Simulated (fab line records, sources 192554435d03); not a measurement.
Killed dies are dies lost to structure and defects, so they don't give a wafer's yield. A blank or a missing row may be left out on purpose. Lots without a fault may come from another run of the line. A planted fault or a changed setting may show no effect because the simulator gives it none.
Split-lot experiment | flow n5_finfet | 7 lots, 21 wafers read, on a route of 1938 steps

THE SPLIT
At N5_BEOL_M3_COAT_05 (resist thk 30 nm), the setting spin_rpm was moved away from the recipe's 1500 rpm on 8 of the 21 wafers read, by -4.5% to +10.9%. The other wafers ran this setting at the recipe's value.

FROM THE SPLIT TO THE READING: what the file shows between them, 3 steps
- N5_BEOL_M3_EBR_07
- N5_BEOL_M3_SOFTBAKE_06: time 60 s
- N5_BEOL_M3_DESCUM_16: chemistry O2, time 7 s

THE READING
CAR-EUV_of_BEOL_M3_COAT_05.thk_nm (the simulator's own value, which no gauge read), in nm, at N5_BEOL_M3_ETCH_74 (etches underlayer in N2/H2, target depth 6.5 nm, time 5.2 s). The file gives no usual value for it. The 13 wafers here that ran the recipe average 20.3 nm, standard deviation 0.14 nm.

wafer  | tool, chamber at the split | spin_rpm as run, rpm | against the recipe | CAR-EUV_of_BEOL_M3_COAT_05.thk_nm, nm | against lot-mates on the recipe
L074.1 | litho_track-04, 0          | 1500                 | recipe             | 20.6                                  | -
L074.5 | litho_track-04, 0          | 1664                 | +10.9%             | 19                                    | -1.6
L074.6 | litho_track-04, 0          | 1664                 | +10.9%             | 19                                    | -1.6
L079.2 | litho_track-05, 0          | 1500                 | recipe             | 20.2                                  | -
L079.5 | litho_track-05, 0          | 1500                 | recipe             | 20.2                                  | -
L079.3 | litho_track-05, 0          | 1584                 | +5.6%              | 19.4                                  | -0.8
L082.1 | litho_track-05, 0          | 1500                 | recipe             | 20.4                                  | -
L082.2 | litho_track-05, 0          | 1653                 | +10.2%             | 18.8                                  | -1.6
L082.3 | litho_track-05, 0          | 1653                 | +10.2%             | 18.8                                  | -1.6
L084.2 | litho_track-04, 0          | 1500                 | recipe             | 20.2                                  | -
L084.3 | litho_track-04, 0          | 1500                 | recipe             | 20.2                                  | -
L084.5 | litho_track-04, 0          | 1433                 | -4.5%              | 21                                    | +0.8
L086.1 | litho_track-01, 0          | 1579                 | +5.3%              | 19.8                                  | -0.6
L086.2 | litho_track-01, 0          | 1500                 | recipe             | 20.4                                  | -
L086.6 | litho_track-01, 0          | 1500                 | recipe             | 20.4                                  | -
L091.1 | litho_track-01, 0          | 1596                 | +6.4%              | 19.6                                  | -0.9
L091.3 | litho_track-01, 0          | 1500                 | recipe             | 20.6                                  | -
L091.5 | litho_track-01, 0          | 1500                 | recipe             | 20.4                                  | -
L095.1 | litho_track-01, 0          | 1500                 | recipe             | 20.2                                  | -
L095.4 | litho_track-01, 0          | 1500                 | recipe             | 20.2                                  | -
L095.2 | litho_track-01, 0          | 1500                 | recipe             | 20.4                                  | -

THE FIT
A straight line over all 21 wafers: CAR-EUV_of_BEOL_M3_COAT_05.thk_nm changes by -0.135 nm for each +1% of spin_rpm; r = -0.97; the points scatter about the line by 0.15 nm.
The same after taking each lot's own level away (the mean of its wafers on the recipe; 21 wafers): -0.151 nm for each +1%; r = -0.99; scatter 0.076 nm.
On that fit, the largest move of spin_rpm shifts the reading by 1.7 nm.
The lots' own levels span 20.20 to 20.60 nm, that is 2.8 times the standard deviation above.
So the lot-to-lot level changes the slope: the two fits differ.
Check: with one of the wafers moved furthest among these (+10.9%) left out of the fit, the line predicts -1.64 nm for it against its lot-mates. It came out at -1.6 nm against them.

OTHER SPLITS ON THESE WAFERS
These wafers also went through other splits before the reading. Each is held against what the fit with the lots' levels taken away leaves over:
other split on the same wafers    | wafers away from the commonest value | r with CAR-EUV_of_BEOL_M3_COAT_05.thk_nm (lot level and that fit taken away)
N5_BEOL_M0_SAQP_COAT_08 spin_rpm  | 7                                    | +0.18
N5_BEOL_M0_ETCH_128 source_w      | 8                                    | +0.30
N5_BEOL_M1_HM_DEP_02 target_thk_a | 6                                    | -0.20
N5_BEOL_M1_COAT_62 spin_rpm       | 7                                    | -0.25
N5_BEOL_M1_DEP_57 time_s          | 11                                   | +0.08

THE WHOLE CHAIN: every reading that the file lists as answering this split, in the file's order
step               | what it does                                                | reading                                                                            | change (the file's fit)               | r (the file's)
N5_BEOL_M3_COAT_05 | resist thk 30 nm                                            | CAR-EUV_of_BEOL_M3_COAT_05.thk_nm (the simulator's own value, which no gauge read) | -0.139 nm for each +1% of the setting | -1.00
N5_BEOL_M3_ETCH_74 | etches underlayer in N2/H2, target depth 6.5 nm, time 5.2 s | CAR-EUV_of_BEOL_M3_COAT_05.thk_nm (the simulator's own value, which no gauge read) | -0.148 nm for each +1% of the setting | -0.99

THE FILE'S OWN FIT
CAR-EUV_of_BEOL_M3_COAT_05.thk_nm changes by -0.148 nm for each +1% of spin_rpm, r = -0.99.
